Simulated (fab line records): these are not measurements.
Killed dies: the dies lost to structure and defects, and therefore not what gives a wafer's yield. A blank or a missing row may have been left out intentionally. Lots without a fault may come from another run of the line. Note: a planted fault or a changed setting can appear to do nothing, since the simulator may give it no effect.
Struck lot and sound lot, side by side    flow n5Finfet    37 out of 1938 route steps
Sound: these wafers, L256.1, L256.3, L256.6. Wafers struck: L247.1, L247.3, L247.5. The cause is given at the end.
Per side, at each step with rows, come the tool, then ch with its chambers, and then its first start. Under that, the readings that differ: sound wafers    struck wafers    difference of the means    sigmas: that difference in standard deviations of wafers without a fault.
alike: readings with means less than 2 such deviations apart, plus words and numbers identical on both sides. not compared: withheld readings, readings lacking a value on some wafer, bounds such as >300 that could conceal the same value, and numbers that have no deviation in the record and whose values overlap.
The two part at a step that has a row with sigmas, a row that says differs or no value, or rows on one side only. Numbers that have no deviation but don't overlap get no sigmas and don't part them. A reading that every wafer of one side lacks parts them only if that side has two wafers or more.

first, 9 steps without rows for these wafers: N5_BEOL_M4_ANNEAL_95 (time 240 s); N5_BEOL_M4_SPUTTER_96 (material Cu, target thk 4.5 nm, time 8.29 s); N5_BEOL_M4_ECD_50 (material Cu, target thk 300 nm); N5_BEOL_M4_ANNEAL_51 (time 90 s); N5_BEOL_M4_CMP_52 (polishes, stops on SiOC, t overpolish 6.8 s, target thk 40 nm); N5_BEOL_M4_PRE_CLEAN_60 (time 15 s); N5_BEOL_M4_CO_CAP_55 (material Co, precursor CCTBA/H2, target thk 2 nm, time 102.1 s); N5_BEOL_M4_PRE_CLEAN_56 (time 15 s); N5_BEOL_M4_DEP_57 (deposits SiCN from 3MS/NH3, target thk 8 nm, time 14 s).
N5_BEOL_M4_RC_MEAS_101:
  sound on prober-02 ch 0, day 15 09:59; struck on prober-02 ch 0, day 13 11:52
reading         sound           struck          difference  sigmas
IOFF_P (nA/um)  0.38 0.20 0.31  0.19 0.23 0.18  -0.10       -2
VT_P (mV)       -240 -249 -243  -255 -252 -251  -9          -2
  alike: DIBL_N, DIBL_P, IOFF_N, ION_N, ION_P, SS_N, SS_P, VT_N
then, 24 steps without rows for these wafers: N5_BEOL_M5_ILD_DEP_00 (deposits SiCOH lowk from DEMS/porogen, target thk 140.64 nm, time 25.9 s); N5_BEOL_M5_CURE_79 (cures SiCOH lowk, time 240 s); N5_BEOL_M5_PECVD_70 (deposits SiO2 from TEOS/O2, target thk 16 nm, time 18 s); N5_BEOL_M5_HM_DEP_02 (deposits TiN, target thk 20 nm); N5_BEOL_M5_COAT_59 (time 60 s, resist thk 60 nm); N5_BEOL_M5_COAT_60 (time 60 s, resist thk 12 nm); N5_BEOL_M5_COAT_71 (time 60 s, resist thk 5 nm); N5_BEOL_M5_COAT_05 (resist thk 30 nm); N5_BEOL_M5_EBR_07; N5_BEOL_M5_SOFTBAKE_06 (time 60 s); N5_BEOL_M5_EXPOSE_08 (exposes mask M5, target cd 28 nm); N5_BEOL_M5_PEB_09 (peb time 60 s); N5_BEOL_M5_DEVELOP_10 (develop time 30 s); N5_BEOL_M5_DESCUM_16 (chemistry O2, time 7 s); N5_BEOL_M5_ETCH_72 (etches underlayer in N2/H2, target depth 6.5 nm, time 5.2 s); N5_BEOL_M5_ETCH_61 (etches SiARC in CF4, target depth 15.6 nm, time 26 s); N5_BEOL_M5_ETCH_62 (etches SOC in N2/H2, target depth 75 nm, overetch 15 nm, time 112.5 s); N5_BEOL_M5_STRIP_63 (strips in N2/H2); N5_BEOL_M5_STRIP_73 (strips in N2/H2); N5_BEOL_M5_STRIP_64 (strips in CF4); N5_BEOL_M5_HM_OPEN_17 (chemistry Cl2/BCl3, target TiN, target depth 20 nm, overetch 6 nm); N5_BEOL_M5_STRIP_19 (strips in O2); N5_BEOL_M5_COAT_65 (time 60 s, resist thk 60 nm); N5_BEOL_M5_COAT_66 (time 60 s, resist thk 12 nm).
-- record jumps: 3 days separate the struck wafers' starts on either side; left off in module BEOL_M5, taken up again in module BEOL_M13, whose first shown step is the route's number 1705 --
N5_BEOL_M13_SPUTTER_43: material TaN, target thk 15 nm, time 24.19 s.
  sound on pvdSputter-02 at day 20 00:59; struck on pvdSputter-03 at day 16 17:41
  no value came back on the struck wafers for biasV (V), cathodeDcPowerW (W), substrateTempC (C), throttleValvePct (%); on the sound wafers biasV (V) reads 173.5 169.0 170.2
N5_BEOL_M13_CMP_49: polishes, stops on SiOC, t overpolish 17.1 s, target thk 420 nm.
  sound on cmp-01 ch 0,3, day 20 01:43; struck on cmp-04 ch 0,2, day 16 18:28
reading                    sound           struck          difference  sigmas
barrierFieldEndpointS (s)  31.3 30.1 30.0  12.2 12.1 12.4  -18.2       -20
  alike: motorCurrentA
  not compared: model.Cu_of_BEOL_M13_ECD_47.thkNm
N5_PASSIVATION_PROBE_49:
  sound on prober-02 at day 21 08:40; struck on prober-02 at day 18 11:35
reading                  sound           struck          difference  sigmas
defectLimitedYield (%)   90.1 92.6 88.9  83.7 83.6 83.1  -7.1        -5
killed_at_M4_up          8 7 11          95 100 91       +87         +17
killedDies               117 87 131      192 193 199     +83         +5
killedOnRim              16 9 20         51 23 10        +13         +3
sort_bin_5_function (%)  5.6 4.9 6.5     12.4 13.0 13.1  +7.2        +7
sortNPass                1062 1093 1049  988 987 981     -83         -5
sortYieldPct (%)         90.0 92.6 88.9  83.7 83.6 83.1  -7.0        -5
  alike: killed_at_M0_to_M3, killedAtContacts, killedAtFrontEnd, killedAtOther, killedOpen, killedShort, sort_bin_4_leakage, sort_bin_6_memory

WHERE THEY PART
At N5_BEOL_M4_RC_MEAS_101 first; at N5_PASSIVATION_PROBE_49 last (within this record only).

WHY: the cause the simulator had injected
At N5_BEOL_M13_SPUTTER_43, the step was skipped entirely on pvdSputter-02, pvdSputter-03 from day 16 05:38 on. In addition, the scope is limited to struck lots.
